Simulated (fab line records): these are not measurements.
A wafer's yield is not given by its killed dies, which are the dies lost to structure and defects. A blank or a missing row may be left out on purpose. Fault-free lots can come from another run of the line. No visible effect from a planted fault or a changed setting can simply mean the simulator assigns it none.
Split-lot trial ; flow n5 finfet ; 39 wafers read from 7 lots, route of 1938 steps

SPLIT DETAILS
At N5_BEOL_M5_HM_DEP_02 (deposits TiN, target thk 20 nm), the setting target thk a was moved away from the recipe's 200 angstrom on 15 of the 39 wafers read, by -40.6% to +50.4%. The other wafers ran this setting at the recipe's value.

FROM THE SPLIT TO THE READING: what the file shows between them, 4 steps
- N5_BEOL_M5_COAT_59: time 60 s, resist thk 60 nm
- N5_BEOL_M5_COAT_60: time 60 s, resist thk 12 nm
- N5_BEOL_M5_STRIP_73: strips in N2/H2
- N5_BEOL_M5_STRIP_64: strips in CF4

THE READING
etch.depth nm (the simulator's own value, which no gauge read), in nm, at N5_BEOL_M5_HM_OPEN_17 (chemistry Cl2/BCl3, target TiN, target depth 20 nm, overetch 6 nm). The file gives no usual value for it. The 24 wafers here that ran the recipe average 20.04 nm, standard deviation 0.13 nm.

wafer;tool, chamber at the split;target thk a as run, angstrom;against the recipe;etch.depth nm, nm;against lot-mates on the recipe
L080.1;pvd sputter-02, -;162;-19.0%;16.17;-3.92
L080.2;pvd sputter-02, -;200;recipe;19.9;-
L080.3;pvd sputter-02, -;200;recipe;20.3;-
L080.4;pvd sputter-02, -;162;-19.0%;15.9;-4.19
L080.5;pvd sputter-02, -;162;-19.0%;16.09;-4.00
L080.6;pvd sputter-02, -;200;recipe;20.08;-
L082.1;pvd sputter-03, -;200;recipe;20.05;-
L082.2;pvd sputter-03, -;200;recipe;19.88;-
L082.3;pvd sputter-03, -;300.8;+50.4%;27.25;+7.27
L082.4;pvd sputter-03, -;300.8;+50.4%;25.53;+5.55
L082.5;pvd sputter-03, -;200;recipe;20.02;-
L082.6;pvd sputter-03, -;300.8;+50.4%;25.48;+5.50
L086.1;pvd sputter-03, -;118.8;-40.6%;11.98;-7.94
L086.2;pvd sputter-03, -;200;recipe;19.93;-
L086.3;pvd sputter-03, -;118.8;-40.6%;11.28;-8.64
L086.5;pvd sputter-03, -;118.8;-40.6%;11.28;-8.64
L086.4;pvd sputter-03, -;200;recipe;19.95;-
L086.6;pvd sputter-03, -;200;recipe;19.89;-
L087.1;pvd sputter-01, -;200;recipe;20.3;-
L087.2;pvd sputter-01, -;286.2;+43.1%;26.03;+5.88
L087.3;pvd sputter-01, -;286.2;+43.1%;27.88;+7.73
L087.4;pvd sputter-01, -;200;recipe;20.02;-
L087.5;pvd sputter-01, -;200;recipe;20.13;-
L087.6;pvd sputter-01, -;286.2;+43.1%;25.68;+5.53
L091.1;pvd sputter-02, -;200;recipe;20.23;-
L091.2;pvd sputter-02, -;200;recipe;19.88;-
L091.3;pvd sputter-02, -;200;recipe;20.21;-
L091.4;pvd sputter-02, -;200;recipe;19.97;-
L091.5;pvd sputter-02, -;200;recipe;19.87;-
L091.6;pvd sputter-02, -;200;recipe;20.18;-
L097.1;pvd sputter-02, -;200;recipe;20.17;-
L097.4;pvd sputter-02, -;200;recipe;19.86;-
L097.6;pvd sputter-02, -;200;recipe;20.06;-
L095.1;pvd sputter-01, -;200;recipe;20.07;-
L095.5;pvd sputter-01, -;200;recipe;20.07;-
L095.2;pvd sputter-01, -;200;recipe;19.98;-
L095.3;pvd sputter-01, -;133.4;-33.3%;13.55;-6.49
L095.4;pvd sputter-01, -;133.4;-33.3%;12.91;-7.13
L095.6;pvd sputter-01, -;133.4;-33.3%;13.42;-6.62

FIT RESULTS
A straight line over all 39 wafers: etch.depth nm changes by +0.164 nm for each +1% of target thk a; r = +0.98; the points scatter about the line by 0.88 nm.
The same after taking each lot's own level away (the mean of its wafers on the recipe; 39 wafers): +0.163 nm for each +1%; r = +0.98; scatter 0.86 nm.
The reading moves by 8.2 nm for the largest change in target thk a, on that fit.
From 19.923 to 20.150 nm: that is the span of the lots' own levels, equal to 1.7 times the standard deviation above.
The two slopes agree, so the slope changes little with the lot-to-lot level.
Check: with one of the wafers moved furthest among these (+50.4%) left out of the fit, the line predicts +7.76 nm for it against its lot-mates. Against them it came out at +7.27 nm.

FURTHER SPLITS ON THESE WAFERS
These wafers also went through other splits before the reading. Each is held against what the fit with the lots' levels taken away leaves over:
other split on the same wafers;wafers away from the commonest value;r with etch.depth nm (lot level and that fit taken away)
N5_HKMG_FIN_ALD_91 ald cycles;15;+0.02
N5_BEOL_M2_VIA_ETCH_34 time s;18;+0.31

THE WHOLE CHAIN: every reading that the file lists as answering this split, in the file's order
step;what it does;reading;change (the file's fit);r (the file's)
N5_BEOL_M5_HM_DEP_02;deposits TiN, target thk 20 nm;TiN_of_BEOL_M5_HM_DEP_02.thk nm (the simulator's own value, which no gauge read);+0.202 nm for each +1% of the setting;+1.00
N5_BEOL_M5_HM_OPEN_17;chemistry Cl2/BCl3, target TiN, target depth 20 nm, overetch 6 nm;etch.depth nm (the simulator's own value, which no gauge read);+0.163 nm for each +1% of the setting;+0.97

FILE'S OWN FIT
etch.depth nm changes by +0.163 nm for each +1% of target thk a, r = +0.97.
